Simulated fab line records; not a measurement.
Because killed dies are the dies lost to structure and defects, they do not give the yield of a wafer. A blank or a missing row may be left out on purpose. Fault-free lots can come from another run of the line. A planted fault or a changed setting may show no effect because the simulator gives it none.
Chamber matching :: flow nand-harc :: rie-diel-06 running NHARC_A_STAIRCASE_TRIM_12: 4 sister chambers
The step chemistry O2, time 211.2 s. 18 wafers are shown with their chamber, then 9 later ones without.

WAFERS, EACH WITH ITS CHAMBER
wafer: L077.1
chamber: 1
showerhead-plenum-p-Torr (Torr): 3.31
drypump-motor-current-A (A): 6.4
throttle-valve-pct (%): 17.040

wafer: L077.2
chamber: 3
showerhead-plenum-p-Torr (Torr): 3.77
drypump-motor-current-A (A): 5.5
throttle-valve-pct (%): 17.048

wafer: L077.4
chamber: 2
showerhead-plenum-p-Torr (Torr): 3.71
drypump-motor-current-A (A): 5.8
throttle-valve-pct (%): 17.046

wafer: L081.2
chamber: 1
showerhead-plenum-p-Torr (Torr): 3.31
drypump-motor-current-A (A): 6.4
throttle-valve-pct (%): 17.036

wafer: L081.3
chamber: 2
showerhead-plenum-p-Torr (Torr): 3.70
drypump-motor-current-A (A): 5.8
throttle-valve-pct (%): 17.030

wafer: L081.6
chamber: 1
showerhead-plenum-p-Torr (Torr): 3.31
drypump-motor-current-A (A): 6.4
throttle-valve-pct (%): 17.048

wafer: L080.3
chamber: 0
showerhead-plenum-p-Torr (Torr): 3.58
drypump-motor-current-A (A): 5.7
throttle-valve-pct (%): 17.039

wafer: L080.4
chamber: 1
showerhead-plenum-p-Torr (Torr): 3.31
drypump-motor-current-A (A): 6.4
throttle-valve-pct (%): 17.034

wafer: L080.5
chamber: 1
showerhead-plenum-p-Torr (Torr): 3.31
drypump-motor-current-A (A): 6.4
throttle-valve-pct (%): 17.028

wafer: L086.2
chamber: 0
showerhead-plenum-p-Torr (Torr): 3.57
drypump-motor-current-A (A): 5.7
throttle-valve-pct (%): 17.035

wafer: L086.4
chamber: 1
showerhead-plenum-p-Torr (Torr): 3.31
drypump-motor-current-A (A): 6.4
throttle-valve-pct (%): 17.021

wafer: L086.6
chamber: 0
showerhead-plenum-p-Torr (Torr): 3.57
drypump-motor-current-A (A): 5.6
throttle-valve-pct (%): 17.063

wafer: L085.3
chamber: 0
showerhead-plenum-p-Torr (Torr): 3.57
drypump-motor-current-A (A): 5.6
throttle-valve-pct (%): 17.051

wafer: L085.4
chamber: 2
showerhead-plenum-p-Torr (Torr): 3.70
drypump-motor-current-A (A): 5.8
throttle-valve-pct (%): 17.048

wafer: L085.5
chamber: 1
showerhead-plenum-p-Torr (Torr): 3.30
drypump-motor-current-A (A): 6.4
throttle-valve-pct (%): 17.030

wafer: L088.1
chamber: 0
showerhead-plenum-p-Torr (Torr): 3.57
drypump-motor-current-A (A): 5.6
throttle-valve-pct (%): 17.050

wafer: L088.4
chamber: 2
showerhead-plenum-p-Torr (Torr): 3.69
drypump-motor-current-A (A): 5.8
throttle-valve-pct (%): 17.033

wafer: L088.5
chamber: 1
showerhead-plenum-p-Torr (Torr): 3.30
drypump-motor-current-A (A): 6.4
throttle-valve-pct (%): 17.019

SIGNATURES (averages over the wafers above)
reading: showerhead-plenum-p-Torr
chamber 0: 3.5720
chamber 1: 3.3075
chamber 2: 3.7000
chamber 3: 3.7700
scatter within a chamber: 0.00554

reading: drypump-motor-current-A
chamber 0: 5.640
chamber 1: 6.400
chamber 2: 5.800
chamber 3: 5.500
scatter within a chamber: 0.0293

reading: throttle-valve-pct
chamber 0: 17.04760
chamber 1: 17.03200
chamber 2: 17.03925
chamber 3: 17.04800
scatter within a chamber: 0.00994
Rule: for each reading, subtract the chamber's mean from the wafer's reading, divide by that reading's scatter and square the result; add these up over the readings and take the root, which gives the wafer's distance from the chamber. The wafer belongs to the nearest chamber; if the next one is less than 2 further off, it can't be placed. The scatter: the root of (the sum of the squares of (reading less its chamber's mean) over the shown wafers, divided by (wafers less chambers)).

WAFERS MISSING THEIR CHAMBER
wafer: L091.1
showerhead-plenum-p-Torr (Torr): 3.69
drypump-motor-current-A (A): 5.8
throttle-valve-pct (%): 17.039

wafer: L091.2
showerhead-plenum-p-Torr (Torr): 3.30
drypump-motor-current-A (A): 6.4
throttle-valve-pct (%): 17.031

wafer: L091.5
showerhead-plenum-p-Torr (Torr): 3.56
drypump-motor-current-A (A): 5.7
throttle-valve-pct (%): 17.039

wafer: L093.1
showerhead-plenum-p-Torr (Torr): 3.75
drypump-motor-current-A (A): 5.5
throttle-valve-pct (%): 17.035

wafer: L093.2
showerhead-plenum-p-Torr (Torr): 3.69
drypump-motor-current-A (A): 5.8
throttle-valve-pct (%): 17.045

wafer: L093.6
showerhead-plenum-p-Torr (Torr): 3.56
drypump-motor-current-A (A): 5.7
throttle-valve-pct (%): 17.028

wafer: L096.2
showerhead-plenum-p-Torr (Torr): 3.56
drypump-motor-current-A (A): 5.6
throttle-valve-pct (%): 17.030

wafer: L096.4
showerhead-plenum-p-Torr (Torr): 3.69
drypump-motor-current-A (A): 5.8
throttle-valve-pct (%): 17.046

wafer: L096.6
showerhead-plenum-p-Torr (Torr): 3.75
drypump-motor-current-A (A): 5.5
throttle-valve-pct (%): 17.043

THE CHAMBER EACH PASSED THROUGH
wafer: L091.1
from the rows above: 2
in truth: 2

wafer: L091.2
from the rows above: 1
in truth: 1

wafer: L091.5
from the rows above: 0
in truth: 0

wafer: L093.1
from the rows above: 3
in truth: 3

wafer: L093.2
from the rows above: 2
in truth: 2

wafer: L093.6
from the rows above: 0
in truth: 0

wafer: L096.2
from the rows above: 0
in truth: 0

wafer: L096.4
from the rows above: 2
in truth: 2

wafer: L096.6
from the rows above: 3
in truth: 3
9 of 9 placed correctly. From these rows, 0 cannot be placed. Placed wrongly: 0.
